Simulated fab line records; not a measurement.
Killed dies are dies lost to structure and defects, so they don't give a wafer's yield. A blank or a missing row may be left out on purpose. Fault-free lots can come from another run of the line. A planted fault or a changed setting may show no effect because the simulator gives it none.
Matching of chambers | flow nand harc | NHARC_A_CONTACT_DEP_24 on pecvd-03 has 3 sister chambers
The step deposits SiO2, target thk 500 nm. 6 wafers are shown with their chamber, then 10 later ones without.

## WAFERS PAIRED WITH THEIR CHAMBERS
wafer  | chamber | throttle valve pct (%) | heater power w (W)
L085.4 | 1       | 15.7                   | 553
L083.2 | 2       | 16.8                   | 624
L083.3 | 1       | 15.7                   | 562
L083.4 | 0       | 15.1                   | 496
L088.4 | 0       | 15.3                   | 485
L088.5 | 2       | 17.2                   | 556

## WAFERS WITHOUT THEIR CHAMBER
wafer  | throttle valve pct (%) | heater power w (W)
L088.6 | 16.1                   | 591
L090.2 | 17.0                   | 640
L090.3 | 16.0                   | 488
L090.6 | 15.4                   | 535
L091.1 | 16.1                   | 611
L091.4 | 15.2                   | 550
L091.5 | 17.1                   | 616
L095.1 | 15.2                   | 478
L095.4 | 16.1                   | 524
L095.6 | 17.1                   | 499

## CHAMBER TAKEN BY EACH
wafer  | from the rows above     | in truth
L088.6 | 1                       | 1
L090.2 | 2                       | 2
L090.3 | can't be placed: 1 or 0 | 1
L090.6 | can't be placed: 1 or 0 | 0
L091.1 | 1                       | 1
L091.4 | can't be placed: 0 or 1 | 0
L091.5 | 2                       | 2
L095.1 | 0                       | 0
L095.4 | 1                       | 1
L095.6 | 2                       | 2
Correct placement for 7 of the 10. Can't be placed from these rows: 3 (the true chamber is among the candidates in 3). Number placed wrongly: 0.
How it was worked out, from the rows above alone: a wafer's distance from a chamber is the root of the sum, over the readings, of the square of ((its reading less the chamber's mean) divided by the reading's scatter). If the next closest chamber is less than 2 further off than the closest, the wafer can't be placed; otherwise it belongs to the closest. A chamber's mean is the mean of its shown wafers. The scatter: the root of (the sum of the squares of (reading less its chamber's mean) over the shown wafers, divided by (wafers less chambers)).
